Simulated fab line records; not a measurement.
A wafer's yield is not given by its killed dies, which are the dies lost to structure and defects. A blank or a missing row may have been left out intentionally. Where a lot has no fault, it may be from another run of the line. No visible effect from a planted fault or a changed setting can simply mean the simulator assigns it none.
Split-lot experiment    flow n5_finfet    7 lots, 39 wafers read, on a route of 1938 steps

== ON THE SPLIT ==
At N5_BEOL_M6_TRENCH_ETCH_37 (etches SiCOH lowk in C4F6/O2, target depth 94.435 nm, time 31.5 s), the setting target_depth_a was moved away from the recipe's 944.35 angstrom on 15 of the 39 wafers read, by -33.4% to +41.2%. All remaining wafers had this setting at the recipe value.

== FROM THE SPLIT TO THE READING: what the file shows between them, 8 steps ==
- N5_BEOL_M6_ETCH_41: etches SiCN in CH3F/O2, target depth 29.7 nm, time 52 s
- N5_BEOL_M6_STRIP_80: strips in N2/H2, time 10 s
- N5_BEOL_M6_OCD_MEAS_38
- N5_BEOL_M6_HM_STRIP_39: strips TiN in peroxide tin strip, target depth 25 nm, time 158 s
- N5_BEOL_M6_SRD_40: time 30 s
- N5_BEOL_M6_ECD_50: material Cu, target thk 300 nm
- N5_BEOL_M6_ANNEAL_51: time 90 s
- N5_BEOL_M6_CMP_52: polishes, stops on SiCOH lowk, t overpolish 6.9 s, target thk 80 nm

== THE READING ==
M6_THK, in nm, at N5_BEOL_M6_THK_MEAS_53 (measures by xrf). Typical for fault-free wafers on this fab line: 79.0 nm, with standard deviation 2.4 nm.

wafer   tool, chamber at the split  target_depth_a as run, angstrom  against the recipe  M6_THK, nm  against lot-mates on the recipe
L078.1  rie_diel-06, 3              1155                             +22.3%              97.1        +18.2
L078.2  rie_diel-06, 2              944.35                           recipe              80.2        -
L078.3  rie_diel-06, 0              1155                             +22.3%              100.7       +21.8
L078.4  rie_diel-06, 1              944.35                           recipe              80.3        -
L078.5  rie_diel-06, 3              944.35                           recipe              76.1        -
L078.6  rie_diel-06, 2              1155                             +22.3%              102.0       +23.1
L081.1  rie_diel-05, 0              944.35                           recipe              79.1        -
L081.2  rie_diel-05, 3              944.35                           recipe              74.6        -
L081.3  rie_diel-05, 1              944.35                           recipe              80.0        -
L081.4  rie_diel-05, 2              944.35                           recipe              78.4        -
L081.5  rie_diel-05, 0              944.35                           recipe              76.7        -
L081.6  rie_diel-05, 3              944.35                           recipe              74.8        -
L082.1  rie_diel-02, 1              944.35                           recipe              74.9        -
L082.2  rie_diel-02, 3              628.6                            -33.4%              44.0        -30.2
L082.3  rie_diel-02, 0              628.6                            -33.4%              45.8        -28.4
L082.4  rie_diel-02, 2              944.35                           recipe              73.8        -
L082.5  rie_diel-02, 3              944.35                           recipe              73.8        -
L082.6  rie_diel-02, 0              628.6                            -33.4%              46.1        -28.1
L086.2  rie_diel-05, 2              944.35                           recipe              78.1        -
L086.3  rie_diel-05, 3              944.35                           recipe              75.9        -
L086.4  rie_diel-05, 0              944.35                           recipe              80.6        -
L092.1  rie_diel-02, 2              1209                             +28.0%              106.0       +24.5
L092.2  rie_diel-02, 0              1209                             +28.0%              109.7       +28.2
L092.3  rie_diel-02, 1              944.35                           recipe              80.8        -
L092.4  rie_diel-02, 3              1209                             +28.0%              108.5       +27.0
L092.5  rie_diel-02, 0              944.35                           recipe              83.1        -
L092.6  rie_diel-02, 1              944.35                           recipe              80.6        -
L095.1  rie_diel-05, 3              944.35                           recipe              76.1        -
L095.2  rie_diel-05, 0              1091                             +15.5%              92.9        +16.1
L095.3  rie_diel-05, 1              1091                             +15.5%              95.4        +18.6
L095.4  rie_diel-05, 0              1091                             +15.5%              92.2        +15.4
L095.5  rie_diel-05, 1              944.35                           recipe              80.9        -
L095.6  rie_diel-05, 3              944.35                           recipe              73.5        -
L097.1  rie_diel-02, 1              944.35                           recipe              79.3        -
L097.2  rie_diel-02, 2              944.35                           recipe              78.6        -
L097.3  rie_diel-02, 0              1333                             +41.2%              118.7       +39.7
L097.4  rie_diel-02, 3              1333                             +41.2%              120.1       +41.1
L097.5  rie_diel-02, 1              944.35                           recipe              79.2        -
L097.6  rie_diel-02, 0              1333                             +41.2%              120.4       +41.4

FIT RESULTS
A straight line over all 39 wafers: M6_THK changes by +1.01 nm for each +1% of target_depth_a; r = +0.99; the points scatter about the line by 2.4 nm.
The same after taking each lot's own level away (the mean of its wafers on the recipe; 39 wafers): +0.94 nm for each +1%; r = +0.99; scatter 2 nm.
That fit puts the effect of the largest move of target_depth_a on the reading at 39 nm.
The span of the lots' own levels, 74.17 to 81.50 nm, comes to 3.1 times the standard deviation stated above.
Hence the lot-to-lot level has little effect on the slope; both slopes agree.
Check: with one of the wafers moved furthest among these (+41.2%) left out of the fit, the line predicts +39.1 nm for it against its lot-mates. It came out at +39.7 nm against them.

== THE WHOLE CHAIN: every reading that the file lists as answering this split, in the file's order ==
step                       what it does                                                         reading                                                                           change (the file's fit)                                                               r (the file's)
N5_BEOL_M6_TRENCH_ETCH_37  etches SiCOH lowk in C4F6/O2, target depth 94.435 nm, time 31.5 s    etch.depth_nm (the simulator's own value, which no gauge read)                    +0.97 nm for each +1% of the setting                                                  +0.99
N5_BEOL_M6_TRENCH_ETCH_37  etches SiCOH lowk in C4F6/O2, target depth 94.435 nm, time 31.5 s    BEOL_M6.feature_depth_nm (the simulator's own value, which no gauge read)         +0.968 nm for each +1% of the setting                                                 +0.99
N5_BEOL_M6_TRENCH_ETCH_37  etches SiCOH lowk in C4F6/O2, target depth 94.435 nm, time 31.5 s    TiN_of_BEOL_M6_HM_DEP_02.thk_nm (the simulator's own value, which no gauge read)  -0.026 nm for each +1% of the setting                                                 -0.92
N5_BEOL_M6_OCD_MEAS_38                                                                          trench_depth_nm                                                                   +0.968 nm for each +1% of the setting                                                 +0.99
N5_BEOL_M6_CMP_52          polishes, stops on SiCOH lowk, t overpolish 6.9 s, target thk 80 nm  Cu_of_BEOL_M6_ECD_50.thk_nm (the simulator's own value, which no gauge read)      +0.96 nm for each +1% of the setting                                                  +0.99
N5_BEOL_M6_THK_MEAS_53     measures by xrf                                                      M6_THK                                                                            +0.949 for each +1% of the setting                                                    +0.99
N5_BEOL_M6_RS_MEAS_57      measures by four-point-probe                                         M6_RS                                                                             not straight: 0.561 at the lowest setting, 0.292 at the recipe, 0.176 at the highest  not given

== THE FILE'S OWN FIT ==
M6_THK changes by +0.949 nm for each +1% of target_depth_a, r = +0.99.
